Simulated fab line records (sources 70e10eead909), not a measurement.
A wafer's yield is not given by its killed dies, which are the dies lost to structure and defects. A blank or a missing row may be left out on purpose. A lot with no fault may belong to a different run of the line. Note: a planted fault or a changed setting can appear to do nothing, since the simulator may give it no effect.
2 desks, one fault	flow nand_harc	every desk sees just its own numbers, and what lay behind them comes last

THE TOOL OWNER'S DESK: furnace-05
The tool's own readings at NHARC_P_GATE_OXIDE_02 (material SiO2, target thk 37.5 nm, ox time 365 s): means of the sampled wafers that have a number, for each lot that ran on this tool. If a lot's mean is further than 4 standard deviations from the usual mean, the lot is out of limits and carries the mark OUT (the distance appears in the brackets). 7 of its 8 readings are shown: the first one out of limits and those lying furthest out on some lot.
Columns: A = spike_tc_bottom_C at NHARC_P_GATE_OXIDE_02, usual 969.7 C; B = spike_tc_centre_C at NHARC_P_GATE_OXIDE_02, usual 950.5 C; C = spike_tc_lower_C at NHARC_P_GATE_OXIDE_02, usual 949.5 C; D = spike_tc_top_C at NHARC_P_GATE_OXIDE_02, usual 962.6 C; E = spike_tc_upper_C at NHARC_P_GATE_OXIDE_02, usual 950.2 C; F = tube_center_temp_C at NHARC_P_GATE_OXIDE_02, usual 950.01 C; G = zone_power_top_pct at NHARC_P_GATE_OXIDE_02, usual 37.2 %
lot	first seen here	A	B	C	D	E	F	G
L790	day 4 00:40	969.6	948.9	949.6	963.6	950.2	950.02	37.5
L791	day 4 13:34	969.1	950.0	949.2	963.6	950.3	950.03	37.6
L792	day 4 13:34	969.8	950.5	949.2	962.7	950.4	949.99	37.8
L794	day 4 21:57	968.6	950.0	948.5	962.8	949.5	949.93	37.5
L795	day 5 11:18	968.8	949.9	949.4	964.5	949.3	950.03	37.6
L796	day 5 11:18	969.4	950.4	948.9	964.0	949.5	950.01	37.4
L801	day 7 05:43	924.8 (-47) OUT	905.7 (-41) OUT	904.4 (-35) OUT	918.7 (-26) OUT	905.4 (-37) OUT	905.40 (-99 or more) OUT	34.7
L802	day 7 05:43	923.8 (-48) OUT	905.3 (-41) OUT	903.9 (-35) OUT	919.6 (-25) OUT	904.8 (-38) OUT	905.42 (-99 or more) OUT	34.7
L803	day 7 05:43	924.6 (-47) OUT	906.0 (-40) OUT	903.8 (-35) OUT	918.8 (-26) OUT	905.1 (-38) OUT	905.50 (-99 or more) OUT	34.5 (-4.1) OUT
This desk's finding: out of limits on L801, L802, L803; first on L801, day 7 05:43 (spike_tc_bottom_C at NHARC_P_GATE_OXIDE_02). Within limits: L790, L791, L792, L794, L795, L796.

FROM THE METROLOGY DESK
Lot by lot, what the gauges showed, no matter which tool ran the lot: averages of those sampled wafers that carry a number. If a lot's mean is further than 4 standard deviations from the usual mean, the lot is out of limits and carries the mark OUT (the distance appears in the brackets).
Columns: A = cd_nm at NHARC_P_STI_CD_MEAS_16, usual 201 nm
lot	first seen here	A
L790	day 2 14:29	203
L791	day 3 01:56	197
L792	day 3 05:47	201
L794	day 3 17:57	202
L795	day 4 05:32	194
L796	day 4 05:42	200
L801	day 5 13:14	200
L802	day 5 20:55	199
L803	day 6 00:08	198
L807	day 6 21:28	203
L808	day 7 05:23	200
L809	day 7 11:33	199
Result from this desk: across the 12 lots, nothing is out of limits.

TAKEN TOGETHER
An alarm could have come from the tool owner's desk at day 7 05:43, on L801, L802, L803.
Nothing out of limits was seen by the metrology desk.
The metrology desk holds a record of L801, L802, L803, inside its limits.
Of the lots named, all ran NHARC_P_GATE_OXIDE_02 on furnace-05.

WHAT THE SIMULATOR PUT IN
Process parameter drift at NHARC_P_GATE_OXIDE_02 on furnace-05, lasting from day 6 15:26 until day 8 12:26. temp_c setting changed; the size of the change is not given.
Lots struck among those shown: L801, L802, L803.
Hours from the fault's start to each desk's first reading out of limits: the tool owner's desk, 14.
